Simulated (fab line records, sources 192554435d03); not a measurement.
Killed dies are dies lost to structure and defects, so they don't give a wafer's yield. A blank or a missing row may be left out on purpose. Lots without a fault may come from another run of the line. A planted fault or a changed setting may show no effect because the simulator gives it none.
fab line records | flow n5_finfet
record lots=6 wafers=18 last_day=18
route steps=1938 shown BEOL_M1@785 BEOL_M4@1111 PASSIVATION@1936
lots that met no fault: from a run of the same line without faults
start_h: hours from the record's first day to the start of the lot's first wafer shown | wait_h: hours since the lot's step before | " the same as in the row above | L1.1+2: a row that stands for several wafers | - no value, or no start given | * or withheld: withheld | < > ~ a bound
route shown NAME@n: a module of which the file shows steps, and the number in the route of the first | usual: mean/standard deviation of fault-free wafers | same: alike in all rows | chamber/n: place in a boat | sites: the reading at each site | _std_site: their standard deviation | _edge_site: outer sites' mean less inner sites' | radius_mm: how far each site lies from the wafer's centre | mask NAME#n: copy n | behind: the tool/chamber that last shaped the wafer | hold: why the lot was held/for how many hours/how that ended | device: the transistor (n, p or np) that didn't switch | end of line: the same wafers' tests at the end of the route | a step without rows: its recipe alone | killed: dies lost to structure and defects at the first sort, not the wafer's yield | map: a wafer's dies, x killed, . not, _ none there
set.NAME: the setting as run; set.NAME@STEP: as run at that earlier step | model.NAME: the simulator's own value behind a step, which no gauge read
lots at some steps of the route; a table a step, a row a wafer
services: from which hour (start_h, from the record's first day; less than 0 if before it) a tool's chamber was out of use, for how many hours, and why
## steps
# step N5_BEOL_M1_DEVELOP_27
# recipe develop_time_s=30 developer=TMAH resist=CAR-EUV rinse_liquid=surfactant_rinse dry=air_spin dev_temp_c=23
# step N5_BEOL_M1_CD_MEAS_28
# recipe landing_energy_ev=500 detector=se_inlens target_cd_y_nm=23.3
# usual cd_nm=24.00/0.21
# columns lot.wafer tool chamber start_h wait_h cd_nm
L531.1 cd_sem-01 0 128.57 - 24.58
L531.3 " 0 " " 24.03
L531.5 " 0 " " 24.03
L532.3 cd_sem-02 0 132.72 - 24.48
L532.5 " 0 " " 23.71
L532.6 " 0 " " 23.82
L534.1 cd_sem-01 0 152.65 - 23.83
L534.3 " 0 " " 23.88
L534.5 " 0 " " 23.78
L536.1 cd_sem-03 0 160.57 - 24.30
L536.2 " 0 " " 23.86
L536.4 " 0 " " 23.82
L551.1 cd_sem-02 0 244.59 - 24.10
L551.2 " 0 " " 23.80
L551.5 " 0 " " 23.87
L553.2 cd_sem-02 0 271.01 - 24.10
L553.4 " 0 " " 23.54
L553.6 " 0 " " 24.00
# step N5_BEOL_M1_OVL_MEAS_29
# recipe points_per_wafer=522
# usual V0_OVL=0.1/0.64
# columns lot.wafer tool chamber start_h wait_h V0_OVL[nm]
L531.1 overlay-01 0 128.60 0.0 -0.1
L531.3 " 0 " " 0.0
L531.5 " 0 " " -0.3
L532.3 overlay-01 0 132.76 0.0 0.0
L532.5 " 0 " " -0.4
L532.6 " 0 " " -0.3
L534.1 overlay-02 0 152.68 0.0 1.3
L534.3 " 0 " " 0.5
L534.5 " 0 " " 1.4
L536.1 overlay-02 0 160.60 0.0 0.9
L536.2 " 0 " " 1.3
L536.4 " 0 " " 0.0
L551.1 overlay-01 0 244.62 0.0 0.4
L551.2 " 0 " " 0.9
L551.5 " 0 " " 1.4
L553.2 overlay-02 0 271.05 0.0 -0.2
L553.4 " 0 " " -0.2
L553.6 " 0 " " -0.7
# step N5_BEOL_M1_INSPECT_30
# recipe mode=adi inspect_instrument=brightfield
# usual raw_defect_count=383/74
# columns lot.wafer tool chamber start_h wait_h raw_defect_count
L531.1 defect_inspect-01 - 128.66 0.1 417
L531.3 " - " " 372
L531.5 " - " " 380
L532.3 defect_inspect-01 - 132.80 0.0 317
L532.5 " - " " 307
L532.6 " - " " 254
L534.1 defect_inspect-01 - 152.73 0.1 405
L534.3 " - " " 404
L534.5 " - " " 504
L536.1 defect_inspect-02 - 160.66 0.1 433
L536.2 " - " " 323
L536.4 " - " " 302
L551.1 defect_inspect-02 - 244.68 0.1 394
L551.2 " - " " 334
L551.5 " - " " 327
L553.2 defect_inspect-01 - 271.10 0.0 466
L553.4 " - " " 454
L553.6 " - " " 368
# step N5_BEOL_M1_DESCUM_33
# recipe chemistry=O2 time_s=7 source_power_w=50 bias_power_w=20 pressure_mtorr=20 rf_frequency_hz=2.712e+07 temp_c=40 resist=CAR-EUV o2_flow_sccm=225
# usual drypump_motor_current_A=5.9/0.43 o2_flow_sccm=224.9/0.67 oes_product_au=0.78/0.083 rf_vpp_V=242.4/1.5 showerhead_plenum_p_Torr=2.05/0.068 throttle_valve_pct=20.34/0.26
# columns lot.wafer tool chamber start_h wait_h drypump_motor_current_A o2_flow_sccm oes_product_au rf_hours_counter_h rf_vpp_V showerhead_plenum_p_Torr throttle_valve_pct
L531.1 rie_diel-02 0 128.69 0.0 5.7 225.4 0.76 127 242.9 2.10 20.59
L531.3 " 2 " " 5.2 225.4 0.67 246 242.9 2.07 20.34
L531.5 " 3 " " 6.3 225.0 0.69 - 246.3 2.14 20.16
L532.3 rie_diel-04 0 132.84 0.0 5.6 223.4 0.72 188 242.7 2.08 20.70
L532.5 " 0 " " 5.6 223.9 0.70 - 241.8 2.08 20.71
L532.6 " 1 " " 6.1 225.2 0.77 - 244.0 2.18 20.28
L534.1 rie_diel-02 3 152.88 0.1 6.3 225.4 0.68 249 245.2 2.14 20.19
L534.3 " 1 " " 5.7 224.1 0.77 126 240.3 1.93 19.92
L534.5 " 1 " " 5.7 224.5 0.77 - 240.3 1.93 19.91
L536.1 rie_diel-02 3 160.69 0.0 6.3 225.3 0.69 253 244.9 2.14 20.19
L536.2 " 1 " " 5.7 225.4 0.77 130 240.2 1.93 19.93
L536.4 " 1 " " 5.7 225.7 0.77 - 240.0 1.93 19.94
L551.1 rie_diel-04 1 244.76 0.1 6.1 224.7 0.73 179 244.9 2.17 20.34
L551.2 " 3 " " 5.8 224.2 0.71 235 242.6 2.06 20.66
L551.5 " 3 " " 5.8 224.8 0.71 - 242.5 2.06 20.64
L553.2 rie_diel-03 2 271.28 0.2 6.2 225.4 0.71 194 240.7 1.99 20.39
L553.4 " 1 " " 4.7 225.9 0.92 24 243.6 2.13 20.14
L553.6 " 1 " " 4.7 224.8 0.93 - 243.4 2.13 20.14
# step N5_BEOL_M1_ETCH_77
# recipe chemistry=N2/H2 target=underlayer target_depth_a=65 mask_material=CAR-EUV time_s=5.2 ion_energy_ev=200 pressure_mtorr=30 source_w=840 bias_w=150 n2_flow_sccm=200 h2_flow_sccm=200 ends=cleared
# usual bias_w=150.0/0.45 drypump_motor_current_A=5.9/0.42 etch_rf_on_time_s=5.18/0.1 oes_product_au=0.66/0.073 rf_vpp_V=522.5/2.7 showerhead_plenum_p_Torr=2.49/0.085 throttle_valve_pct=17.80/0.26
# columns lot.wafer tool chamber start_h wait_h bias_w drypump_motor_current_A etch_rf_on_time_s oes_product_au rf_hours_counter_h rf_vpp_V showerhead_plenum_p_Torr throttle_valve_pct
L531.1 rie_diel-02 0 128.72 0.0 149.9 5.7 5.32 0.63 127 525.1 2.55 18.07
L531.3 " 2 " " 149.8 5.2 5.26 0.58 246 522.4 2.49 17.66
L531.5 " 3 " " 149.8 6.2 5.38 0.58 - 523.8 2.62 17.81
L532.3 rie_diel-04 0 132.87 0.0 150.9 5.6 5.15 0.61 188 521.7 2.53 18.09
L532.5 " 0 " " 150.5 5.6 5.24 0.60 - 522.2 2.53 18.10
L532.6 " 1 " " 149.7 6.1 5.19 0.66 - 527.2 2.66 17.76
L534.1 rie_diel-02 3 152.91 0.0 150.1 6.3 5.32 0.58 249 527.2 2.61 17.81
L534.3 " 1 " " 149.5 5.7 5.01 0.66 126 517.6 2.35 17.38
L534.5 " 1 " " 149.8 5.7 5.02 0.67 - 518.7 2.35 17.38
L536.1 rie_diel-02 3 160.72 0.0 149.6 6.3 5.30 0.58 253 523.4 2.61 17.84
L536.2 " 1 " " 150.0 5.7 5.14 0.66 130 516.1 2.35 17.39
L536.4 " 1 " " 149.7 5.7 5.10 0.65 - 517.2 2.35 17.39
L551.1 rie_diel-04 1 244.79 0.0 149.5 6.1 5.21 0.62 179 527.1 2.64 17.80
L551.2 " 3 " " 149.7 5.8 5.19 0.61 235 521.9 2.50 18.13
L551.5 " 3 " " 149.5 5.8 5.19 0.59 - 523.2 2.51 18.13
L553.2 rie_diel-03 2 271.32 0.0 149.6 6.2 5.19 0.60 194 520.8 2.43 17.97
L553.4 " 1 " " 149.8 4.7 5.00 0.80 24 525.7 2.59 17.53
L553.6 " 1 " " 150.1 4.7 4.94 0.80 - 525.1 2.59 17.52
# step N5_BEOL_M1_ETCH_69
# recipe chemistry=CF4 target=SiARC target_depth_a=156 mask_material=CAR-EUV time_s=26 ion_energy_ev=80 pressure_mtorr=40 source_w=545 bias_w=36 Ar_flow_sccm=100 cf4_flow_sccm=100 ends=cleared
# step N5_BEOL_M1_ALD_98
# recipe material=SiO2 target_thk_a=25 temp_c=100 ald_precursor_family=BDEAS ald_co_reactant=O2-plasma pulse_time_s=1 co_reactant_pulse_time_s=1 purge_time_s=2 co_reactant_purge_time_s=2 ald_cycles=17 pressure_torr=2
# usual heater_power_w=79/6.9 precursor_pulse_height_rel=0.998/0.018
# columns lot.wafer tool chamber start_h wait_h heater_power_w precursor_pulse_height_rel
L531.1 ald_sin-01 1 128.82 0.1 88 1.020
L531.3 " 3 " " 68 0.981
L531.5 " 0 " " 75 0.993
L532.3 ald_sin-01 3 132.97 0.1 68 1.012
L532.5 " 3 " " 67 0.997
L532.6 " 0 " " 75 1.020
L534.1 ald_sin-01 3 153.04 0.1 67 1.006
L534.3 " 0 " " 75 0.998
L534.5 " 0 " " 75 1.025
L536.1 ald_sin-01 0 161.11 0.3 76 1.021
L536.2 " 3 " " 68 0.977
L536.4 " 2 " " 82 0.956
L551.1 ald_sin-04 1 245.01 0.2 76 0.986
L551.2 " 2 " " 77 0.965
L551.5 " 3 " " 87 1.014
L553.2 ald_sin-04 0 272.77 1.4 83 0.999
L553.4 " 0 " " 85 0.965
L553.6 " 1 " " 76 0.995
# step N5_BEOL_M1_ETCHBACK_99
# recipe chemistry=CHF3 target=SiO2 target_depth_a=50 time_s=10.4 source_w=215 bias_w=47 Ar_flow_sccm=200 CHF3_flow_sccm=12 ion_energy_ev=100 pressure_mtorr=30
# usual bias_w=46.98/0.13 drypump_motor_current_A=5.8/0.48 oes_ar_750_au=0.77/0.085 oes_product_au=0.77/0.089 rf_vpp_V=239.8/2.5 showerhead_plenum_p_Torr=2.12/0.067 throttle_valve_pct=17.09/0.21
# columns lot.wafer tool chamber start_h wait_h bias_w drypump_motor_current_A oes_ar_750_au oes_product_au rf_hours_counter_h rf_vpp_V showerhead_plenum_p_Torr throttle_valve_pct
L531.1 rie_diel-03 2 130.23 1.4 47.00 6.2 0.74 0.74 150 238.1 2.07 17.05
L531.3 " 3 " " 47.06 6.2 0.82 0.79 91 235.5 2.09 17.02
L531.5 " 0 " " 47.04 6.1 0.76 0.76 - 239.9 2.06 17.20
L532.3 rie_diel-03 0 139.61 6.6 46.81 6.0 0.76 0.77 165 242.4 2.06 17.19
L532.5 " 0 " " 47.04 6.1 0.75 0.77 - 240.2 2.06 17.19
L532.6 " 1 " " 47.26 4.7 0.68 0.67 - 241.9 2.21 17.24
L534.1 rie_diel-03 3 153.16 0.1 46.70 6.2 0.81 0.80 97 235.2 2.08 17.03
L534.3 " 2 " " 47.12 6.2 0.74 0.74 157 239.4 2.07 17.06
L534.5 " 1 " " 47.22 4.7 0.68 0.67 - 241.4 2.21 17.23
L536.1 rie_diel-04 3 161.23 0.1 46.94 5.8 0.73 0.73 207 239.1 2.13 17.25
L536.2 " 2 " " 46.64 5.7 0.69 0.67 242 239.9 2.12 17.33
L536.4 " 0 " " 46.97 5.6 0.70 0.71 196 238.8 2.13 17.37
L551.1 rie_diel-04 0 246.57 1.5 46.97 5.6 0.68 0.68 224 240.5 2.12 17.43
L551.2 " 2 " " 46.71 5.7 0.93 0.92 14 237.3 2.12 16.93
L551.5 " 3 " " 47.07 5.8 0.71 0.71 - 239.2 2.12 17.28
L553.2 rie_diel-04 1 278.57 5.8 47.07 6.1 0.73 0.72 191 243.5 2.23 17.05
L553.4 " 3 " " 47.22 5.8 0.71 0.70 242 238.4 2.12 17.32
L553.6 " 2 " " 46.89 5.7 0.91 0.90 - 238.9 2.11 16.95
# step N5_BEOL_M1_ETCH_70
# recipe chemistry=N2/H2 target=SOC target_depth_a=800 overetch_a=160 mask_material=SiARC temp_c=40 time_s=120 ion_energy_ev=200 pressure_mtorr=30 source_w=840 bias_w=150 n2_flow_sccm=200 h2_flow_sccm=200
# usual bias_w=150.0/0.52 drypump_motor_current_A=5.8/0.48 oes_product_au=0.59/0.064 rf_vpp_V=522.7/2.3 showerhead_plenum_p_Torr=2.50/0.079 throttle_valve_pct=17.82/0.22
# columns lot.wafer tool chamber start_h wait_h bias_w drypump_motor_current_A oes_product_au rf_hours_counter_h rf_vpp_V showerhead_plenum_p_Torr throttle_valve_pct
L531.1 rie_diel-03 2 130.26 0.0 149.4 6.2 0.57 151 521.2 2.44 17.90
L531.3 " 3 " " 150.5 6.2 0.61 91 523.4 2.46 17.77
L531.5 " 0 " " 149.3 6.1 0.59 - 519.8 2.43 17.81
L532.3 rie_diel-03 0 139.65 0.0 149.8 6.1 0.59 165 521.6 2.43 17.81
L532.5 " 0 " " 149.8 6.1 0.58 - 520.6 2.43 17.81
L532.6 " 1 " " 150.3 4.7 0.52 - 526.4 2.60 17.88
L534.1 rie_diel-03 3 153.19 0.0 149.1 6.2 0.61 97 521.1 2.46 17.78
L534.3 " 2 " " 150.1 6.2 0.56 157 520.0 2.44 17.90
L534.5 " 1 " " 149.8 4.7 0.51 - 525.9 2.60 17.88
L536.1 rie_diel-04 3 161.26 0.0 150.8 5.8 0.56 207 523.7 2.52 18.02
L536.2 " 2 " " 149.6 5.7 0.52 242 522.8 2.50 18.03
L536.4 " 0 " " 149.9 5.6 0.54 196 523.0 2.52 18.09
L551.1 rie_diel-04 0 246.60 0.0 151.4 5.6 0.52 224 523.3 2.51 18.13
L551.2 " 2 " " 150.3 5.7 0.70 14 523.2 2.49 17.63
L551.5 " 3 " " 150.0 5.8 0.54 - 521.4 2.50 18.06
L553.2 rie_diel-04 1 278.60 0.0 148.6 6.1 0.56 191 524.3 2.64 17.80
L553.4 " 3 " " 150.2 5.8 0.54 242 522.1 2.50 18.09
L553.6 " 2 " " 150.3 5.7 0.70 - 522.1 2.48 17.67
# step N5_BEOL_M1_STRIP_71
# recipe chemistry=N2/H2 temp_c=40 n2_flow_sccm=200 h2_flow_sccm=200 rf_frequency_hz=6e+07
# step N5_BEOL_M1_STRIP_78
# recipe chemistry=N2/H2 temp_c=40 n2_flow_sccm=200 h2_flow_sccm=200 rf_frequency_hz=6e+07
# step N5_BEOL_M1_VIA_ETCH_34
# recipe chemistry=C4F6/O2 target_depth_a=678 mask_material=SOC pressure_mtorr=15 ion_energy_ev=250 taper_deg=4 time_s=64.4 source_w=350 bias_w=170 Ar_flow_sccm=300 C4F6_flow_sccm=10 O2_flow_sccm=10
# usual C4F6_flow_sccm=10.002/0.03 bias_w=170.0/0.52 drypump_motor_current_A=5.8/0.48 oes_ar_750_au=0.77/0.085 oes_product_au=0.76/0.089 rf_vpp_V=663/6.3 showerhead_plenum_p_Torr=2.80/0.085 throttle_valve_pct=30.73/0.22
# columns lot.wafer tool chamber start_h wait_h C4F6_flow_sccm bias_w drypump_motor_current_A oes_ar_750_au oes_product_au rf_hours_counter_h rf_vpp_V showerhead_plenum_p_Torr throttle_valve_pct model.etch.depth_nm model.SOC_of_BEOL_M1_COAT_67.thk_nm model.BEOL_M1.cd_nm
L531.1 rie_diel-03 2 130.36 0.0 10.053 169.4 6.2 0.74 0.74 151 660 2.74 30.72 67.24 52.2 18
L531.3 " 3 " " 10.009 170.4 6.2 0.81 0.80 91 652 2.76 30.80 66.61 52 18
L531.5 " 0 " " 10.015 169.2 6.1 0.76 0.76 - 665 2.73 30.78 67.31 51.8 18
L532.3 rie_diel-03 0 139.75 0.0 10.008 170.8 6.1 0.76 0.77 165 666 2.73 30.81 67.61 52.2 17.8
L532.5 " 0 " " 9.962 170.3 6.1 0.76 0.77 - 665 2.73 30.80 68.13 52 17.8
L532.6 " 1 " " 10.018 170.1 4.7 0.68 0.67 - 667 2.92 30.87 67.48 52.2 18
L534.1 rie_diel-03 3 153.29 0.0 9.931 169.2 6.2 0.82 0.80 97 653 2.76 30.81 67.5 51.6 18
L534.3 " 2 " " 9.954 170.4 6.2 0.74 0.74 157 660 2.74 30.74 67.53 52.2 17.8
L534.5 " 1 " " 10.069 170.0 4.7 0.68 0.66 - 667 2.92 30.88 66.83 52.2 17.8
L536.1 rie_diel-04 3 161.36 0.0 10.016 169.8 5.8 0.73 0.72 207 663 2.81 30.84 66.86 52.2 18
L536.2 " 2 " " 9.986 169.3 5.7 0.69 0.67 242 662 2.81 30.92 65.17 52.4 18
L536.4 " 0 " " 9.999 169.9 5.6 0.71 0.70 196 667 2.82 30.97 66.43 52.2 18
L551.1 rie_diel-04 0 246.71 0.0 10.017 170.6 5.6 0.69 0.68 224 664 2.81 31.02 67.2 51.8 18
L551.2 " 2 " " 9.965 169.8 5.7 0.93 0.94 14 659 2.80 30.78 68.24 52 18
L551.5 " 3 " " 10.054 170.0 5.8 0.71 0.98 - 660 2.80 30.94 109.4 47.2 18.4
L553.2 rie_diel-04 1 278.70 0.0 10.007 170.9 6.1 0.74 0.73 191 676 2.94 30.54 66.47 52.6 17.8
L553.4 " 3 " " 10.009 170.1 5.8 0.70 0.98 242 661 2.79 30.95 109.5 47.6 18.2
L553.6 " 2 " " 9.981 169.6 5.7 0.91 0.90 - 660 2.79 30.78 67.81 52.4 17.6
# step N5_BEOL_M1_STRIP_83
# recipe chemistry=C4F6/O2 resist=SiARC rf_frequency_hz=6e+07
# step N5_BEOL_M4_RC_MEAS_101
# usual DIBL_N=35.7/1.3 DIBL_P=35.4/1.8 IOFF_N=0.152/0.027 IOFF_P=0.20/0.034 ION_N=672/9.8 ION_P=461/7.5 SS_N=71.4/0.55 SS_P=73.1/0.61 VT_N=251/3.3 VT_P=-251/3.6
# columns lot.wafer tool chamber start_h wait_h DIBL_N[mV/V] DIBL_P[mV/V] IOFF_N[nA/um] IOFF_P[nA/um] ION_N[uA/um] ION_P[uA/um] SS_N[mV/dec] SS_P[mV/dec] VT_N[mV] VT_P[mV]
L531.1 prober-01 0 167.82 0.0 36.3 36.0 0.147 0.20 667 467 71.1 74.3 252 -249
L531.3 " 0 " " 36.4 34.7 0.148 0.19 672 462 71.3 73.3 250 -249
L531.5 " 0 " " 35.3 34.6 0.136 0.18 673 462 71.4 73.1 253 -251
L532.3 prober-01 0 179.43 0.3 39.0 38.2 0.225 0.31 685 475 72.1 74.8 245 -246
L532.5 " 0 " " 36.1 35.0 0.169 0.24 681 467 71.7 72.7 251 -247
L532.6 " 0 " " 36.5 35.2 0.172 0.24 666 461 71.9 73.0 248 -247
L534.1 prober-01 0 191.09 0.0 36.1 37.9 0.183 0.20 686 468 71.6 73.1 250 -254
L534.3 " 0 " " 35.8 36.7 0.166 0.18 681 458 71.2 72.8 251 -255
L534.5 " 0 " " 36.6 37.1 0.186 0.19 682 456 71.3 73.1 248 -254
L536.1 prober-02 0 200.27 0.0 35.6 37.1 0.164 0.24 684 474 70.8 73.0 247 -245
L536.2 " 0 " " 34.1 34.2 0.130 0.18 675 462 70.5 72.3 253 -247
L536.4 " 0 " " 34.6 35.8 0.146 0.21 675 464 71.0 72.0 249 -247
L551.1 prober-02 0 285.90 0.0 34.2 33.3 0.111 0.15 661 458 70.7 72.3 254 -257
L551.2 " 0 " " 37.3 37.7 0.176 0.22 694 473 71.7 73.1 249 -250
L551.5 " 0 " " 34.7 34.4 0.131 0.17 674 463 70.3 72.6 251 -252
L553.2 prober-02 0 318.63 0.2 33.7 33.3 0.112 0.18 669 470 70.2 72.8 255 -250
L553.4 " 0 " " 32.7 31.1 0.097 0.15 661 459 71.1 72.6 258 -252
L553.6 " 0 " " 32.1 30.5 0.093 0.16 651 457 70.2 72.6 257 -253
# step N5_PASSIVATION_PROBE_49
# usual defect_limited_yield=91.5/1.3 killed_at_M0_to_M3=33/11 killed_at_M4_up=14/5.3 killed_at_contacts=11/6.3 killed_at_front_end=38/10 killed_at_other=3.7/2.8 killed_dies=101/16 killed_on_rim=13/3.4 killed_open=67/12 killed_short=32/7.4 sort_bin_5_function=5.0/0.86 sort_bin_6_memory=3.2/0.69 sort_n_pass=1079/16 sort_yield_pct=91.5/1.3
# same gross_dies=1180 killed_at_back_side=0 sort_bin_4_leakage[%]=0 sort_bin_8_speed[%]=0
# columns lot.wafer tool chamber start_h wait_h defect_limited_yield[%] killed_at_M0_to_M3 killed_at_M4_up killed_at_contacts killed_at_front_end killed_at_other killed_dies killed_on_rim killed_open killed_short sort_bin_5_function[%] sort_bin_6_memory[%] sort_n_pass sort_yield_pct[%]
L531.1 prober-01 - 281.70 0.2 90.8 35 10 17 44 3 109 9 72 34 5.9 3.2 1071 90.8
L531.3 prober-01 - 281.80 0.3 92.5 34 8 6 34 7 89 10 66 20 4.9 2.6 1091 92.5
L531.5 prober-01 - 281.90 0.4 92.5 34 12 8 32 3 89 8 61 28 5.0 2.5 1091 92.5
L534.1 prober-02 - 297.59 0.0 91.2 21 13 27 43 0 104 11 73 29 5.3 3.2 1076 91.2
L534.3 prober-02 - 297.69 0.1 92.1 17 7 17 51 1 93 12 66 26 5.0 2.5 1087 92.1
L534.5 prober-02 - 297.79 0.2 89.3 33 11 19 63 0 126 14 83 38 6.2 3.8 1054 89.3
# killed by level:class
L531.1 MOL_CONTACT_COAG:geometric_particle:open=15 FIN_SAQP:geometric_particle:open=14 FIN_SAQP:geometric_particle:short=8 BEOL_M0_SAQP:geometric_particle:open=7 BEOL_M1:geometric_particle:open=5 BEOL_M3:geometric_particle:open=5 BEOL_M3:geometric_particle:short=5 DUMMY_GATE:geometric_particle:open=4
L531.3 BEOL_M1:geometric_particle:open=8 BEOL_M0_SAQP:geometric_particle:open=8 GATE_CUT:geometric_particle:open=7 BEOL_M3:geometric_particle:open=7 MOL_CONTACT_COAG:geometric_particle:open=6 FIN_SAQP:geometric_particle:open=5 STI_FIN_REVEAL:geometric_particle:open=5 GATE_CUT:geometric_particle:short=5
L531.5 BEOL_M0_SAQP:geometric_particle:open=10 STI_FIN_REVEAL:geometric_particle:open=7 BEOL_M4:geometric_particle:open=7 FIN_SAQP:geometric_particle:short=6 MOL_CONTACT_COAG:geometric_particle:open=6 BEOL_M3:geometric_particle:open=6 FIN_SAQP:geometric_particle:open=4 GATE_CUT:geometric_particle:short=4
L534.1 MOL_CONTACT_COAG:geometric_particle:open=23 BEOL_M0_SAQP:geometric_particle:open=7 FIN_SAQP:geometric_particle:short=6 FIN_SAQP:geometric_particle:open=6 GATE_CUT:geometric_particle:open=6 BEOL_M4:geometric_particle:open=6 STI_FIN_REVEAL:geometric_particle:open=5 GATE_CUT:geometric_particle:short=5
L534.3 MOL_CONTACT_COAG:geometric_particle:open=14 FIN_SAQP:geometric_particle:open=11 STI_FIN_REVEAL:geometric_particle:open=11 FIN_SAQP:geometric_particle:short=8 BEOL_M3:geometric_particle:open=6 BEOL_M4:geometric_particle:open=5 STI_FIN_REVEAL:geometric_particle:short=4 MOL_CONTACT_COAG:geometric_particle:short=3
L534.5 FIN_SAQP:geometric_particle:open=15 MOL_CONTACT_COAG:geometric_particle:open=15 FIN_SAQP:geometric_particle:short=11 STI_FIN_REVEAL:geometric_particle:open=11 BEOL_M0_SAQP:geometric_particle:open=9 DUMMY_GATE:geometric_particle:open=8 BEOL_M0_SAQP:geometric_particle:short=7 BEOL_M1:geometric_particle:short=5
## services
# columns tool chamber start_h hours kind
rie_diel-02 1 128.59 14.5 repair
rie_diel-02 2 143.09 - clean
rie_diel-02 2 143.09 - consumable_replace:focus_ring
rie_diel-02 2 143.09 35.0 scheduled_down
rie_diel-02 2 143.09 35.0 vent_cycle
rie_diel-03 1 170.57 - clean
rie_diel-03 1 170.57 - consumable_replace:focus_ring
rie_diel-03 1 170.57 23.4 scheduled_down
rie_diel-03 1 170.57 23.4 vent_cycle
ald_sin-04 - 176.82 14.0 pm
rie_diel-02 3 178.06 - clean
rie_diel-04 2 185.70 - clean
rie_diel-04 2 185.70 - consumable_replace:focus_ring
rie_diel-04 2 185.70 13.5 scheduled_down
rie_diel-04 2 185.70 13.5 vent_cycle
ald_sin-01 - 186.80 0.8 pm
ald_sin-01 0 196.32 3.0 repair
ald_sin-01 - 239.76 6.1 pm
ald_sin-01 - 245.87 2.8 pm
rie_diel-04 2 250.08 2.5 repair
ald_sin-04 2 253.48 2.3 repair
rie_diel-04 3 257.50 8.1 repair
ald_sin-04 2 269.04 14.6 repair
rie_diel-02 - 270.26 14.6 pm
## key
first_sign none at tools or gauges
model_effect step=N5_BEOL_M1_VIA_ETCH_34 value=etch.depth_nm without=66.8 struck=109.4
met_at N5_BEOL_M1_VIA_ETCH_34
struck_wafers L551.5,L553.4
onset_between 161.36 246.71
fault kind=process_parameter_drift tool=rie_diel-04 chamber=- onset_h=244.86 steps=N5_BEOL_M1_VIA_ETCH_34 channel=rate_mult offset=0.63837 shape=step end_h=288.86 scope=struck_wafers_only
